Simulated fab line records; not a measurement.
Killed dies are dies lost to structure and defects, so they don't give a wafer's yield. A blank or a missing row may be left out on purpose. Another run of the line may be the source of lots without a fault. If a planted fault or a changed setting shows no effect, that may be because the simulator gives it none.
A struck lot beside a sound one :: flow n5_finfet :: 21 out of 1938 route steps
Sound: these wafers, L969.2, L969.4, L969.5. Wafers struck: L965.1, L965.3, L965.5. The cause is named last.
At each step with rows: each side's tool, then ch and its chambers, then its first start. Under that, the readings that differ: sound wafers :: struck wafers :: difference of the means :: sigmas: that difference in standard deviations of wafers without a fault.
alike: readings whose means differ by less than 2 such deviations, and words and numbers that are the same on both sides. not compared: withheld readings, readings that some wafer has no value for, bounds like >300 that may hide the same value, and numbers for which the record gives no deviation and whose values overlap.
Wherever a step has rows on one side only, a row that says differs or no value, or a row with sigmas, the two part there. When numbers do not overlap yet have no deviation, they are printed without sigmas and do not part them. A reading missing from all wafers of one side parts the sides only when that side holds two or more wafers.

first, 10 steps without rows for these wafers: N5_SD_EPI_N_SRD_20 (time 30 s); N5_SD_EPI_N_PRECLEAN_48 (cleans in NF3:NH3, afs cycles 2, time 20 s, sublimation time 60 s); N5_SD_EPI_N_VAPOR_ETCH_50 (etches Si in HCl, time 54 s); N5_SD_EPI_N_EPI_21 (deposits Si:P, time 690 s); N5_SD_EPI_N_PRECLEAN_24 (cleans in O3/DIW, time 60 s); N5_SD_EPI_N_SRD_25 (time 30 s); N5_SD_EPI_N_PRECLEAN_49 (cleans in NF3:NH3, afs cycles 1, time 20 s, sublimation time 60 s); N5_SD_EPI_N_LINER_46 (material SiNx, target thk 3 nm); N5_SD_EPI_P_COAT_34 (time 60 s, resist thk 350 nm); N5_SD_EPI_P_COAT_35 (time 60 s, resist thk 35 nm).
N5_SD_EPI_P_COAT_03: resist thk 150 nm.
  sound on litho_track-02 ch 0, day 8 23:49; struck on litho_track-05 ch 0, day 8 03:08
reading: spin_speed_rpm (rpm)
sound: 1500.3 1501.0 1501.0
struck: 1208.6 1208.2 1208.6
difference: -292.3
sigmas: -99 or more

reading: model.CAR-ArF-block_of_SD_EPI_P_COAT_03.thk_nm (nm)
sound: 150.2 150.2 150.4
struck: 167.8 167.6 167.8
difference: +17.5
sigmas: 
then, 6 steps without rows for these wafers: N5_SD_EPI_P_EBR_05; N5_SD_EPI_P_SOFTBAKE_04 (time 60 s); N5_SD_EPI_P_EXPOSE_06 (exposes mask SD P BLK, target cd 240 nm); N5_SD_EPI_P_PEB_07 (peb time 60 s); N5_SD_EPI_P_DEVELOP_08 (develop time 30 s); N5_SD_EPI_P_DESCUM_14 (chemistry O2, time 7.9 s).
N5_SD_EPI_P_ETCH_36: etches SiARC in CF4, target depth 45.5 nm, time 75.8 s.
  sound on rie_diel-04 ch 0,1, day 9 00:18; struck on rie_diel-05 ch 0,1, day 8 03:38
reading: model.CAR-ArF-block_of_SD_EPI_P_COAT_03.thk_nm (nm)
sound: 111.2 111 111.2
struck: 128.8 128.6 128.8
difference: +17.6
sigmas: 
  alike: drypump_motor_current_A, etch_rf_on_time_s, oes_product_au, rf_vpp_V, showerhead_plenum_p_Torr, throttle_valve_pct
  not compared: rf_hours_counter_h
then, 1 step without rows for these wafers: N5_SD_EPI_P_ETCH_37 (etches SOC in N2/H2, overetch 108 nm, time 486 s).
-- here the record skips 5 days between the struck wafers' starts before and after, leaving off in module SD_EPI_P and picking up in module BEOL_M4 (first step shown: number 1111 of the route) --
N5_BEOL_M4_RC_MEAS_101:
  sound on prober-02 ch 0, day 14 17:04; struck on prober-02 ch 0, day 12 18:47
reading: IOFF_P (nA/um)
sound: 0.30 0.20 0.26
struck: 0.20 0.19 0.16
difference: -0.07
sigmas: -2

reading: ION_P (uA/um)
sound: 470 468 473
struck: 462 459 445
difference: -15
sigmas: -2

reading: SS_P (mV/dec)
sound: 74.1 73.6 73.8
struck: 72.5 73.0 72.1
difference: -1.3
sigmas: -2

reading: VT_P (mV)
sound: -243 -250 -244
struck: -250 -251 -255
difference: -6
sigmas: -2
  alike: DIBL_N, DIBL_P, IOFF_N, ION_N, SS_N, VT_N
-- record jumps: 4 days separate the struck wafers' starts on either side; left off in module BEOL_M4, taken up again in module PASSIVATION, whose first shown step is the route's number 1936 --
N5_PASSIVATION_PROBE_49:
  sound on prober-01 at day 18 18:32; struck on prober-02 at day 16 20:10
  alike: defect_limited_yield, killed_at_M0_to_M3, killed_at_M4_up, killed_at_contacts, killed_at_front_end, killed_at_other, killed_dies, killed_open, killed_short, sort_bin_5_function, sort_bin_6_memory, sort_bin_8_speed, sort_n_pass, sort_yield_pct

## WHERE THEY PART
First at N5_SD_EPI_P_COAT_03; last, within this record, at N5_BEOL_M4_RC_MEAS_101. Later steps at which nothing parts them and some readings are alike: N5_PASSIVATION_PROBE_49.

WHY: what the simulator had put in
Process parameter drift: litho_track-05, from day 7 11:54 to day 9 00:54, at N5_SD_EPI_P_COAT_03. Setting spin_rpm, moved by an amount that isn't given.
